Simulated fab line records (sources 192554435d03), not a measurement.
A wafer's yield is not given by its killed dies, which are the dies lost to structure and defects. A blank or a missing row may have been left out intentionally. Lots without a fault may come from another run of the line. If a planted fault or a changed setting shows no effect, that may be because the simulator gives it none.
Matching of chambers | flow n5Finfet | rieDiel-05 running N5_BEOL_M7_STRIP_36: 4 sister chambers
The step strips in N2/H2. 4 wafers are shown with their chamber, then 7 later ones without.

== WAFERS WITH THEIR CHAMBER ==
wafer  | chamber | showerheadPlenumPTorr (Torr)
L087.5 | 3       | 2.62
L088.1 | 1       | 2.58
L089.1 | 0       | 2.42
L089.4 | 2       | 2.44

== WAFERS WHOSE CHAMBER IS MISSING ==
wafer  | showerheadPlenumPTorr (Torr)
L089.6 | 2.42
L090.3 | 2.44
L090.4 | 2.61
L090.6 | 2.58
L096.4 | 2.42
L096.5 | 2.57
L096.6 | 2.42

== EACH ONE'S CHAMBER ==
wafer  | from the rows above | in truth
L089.6 | 0                   | 0
L090.3 | 2                   | 2
L090.4 | 3                   | 3
L090.6 | 1                   | 1
L096.4 | 0                   | 0
L096.5 | 1                   | 1
L096.6 | 0                   | 0
7 of 7 placed correctly. Can't be placed from these rows: 0. Number placed wrongly: 0.
How it was worked out, from the rows above alone: a wafer's distance from a chamber is the root of the sum, over the readings, of the square of ((its reading less the chamber's mean) divided by the reading's scatter). If the next closest chamber is less than 2 further off than the closest, the wafer can't be placed; otherwise it belongs to the closest. A chamber's mean is the mean of its shown wafers. The scatter: root of mean squared gap, hidden wafer to nearest shown wafer, with one shown wafer a chamber.
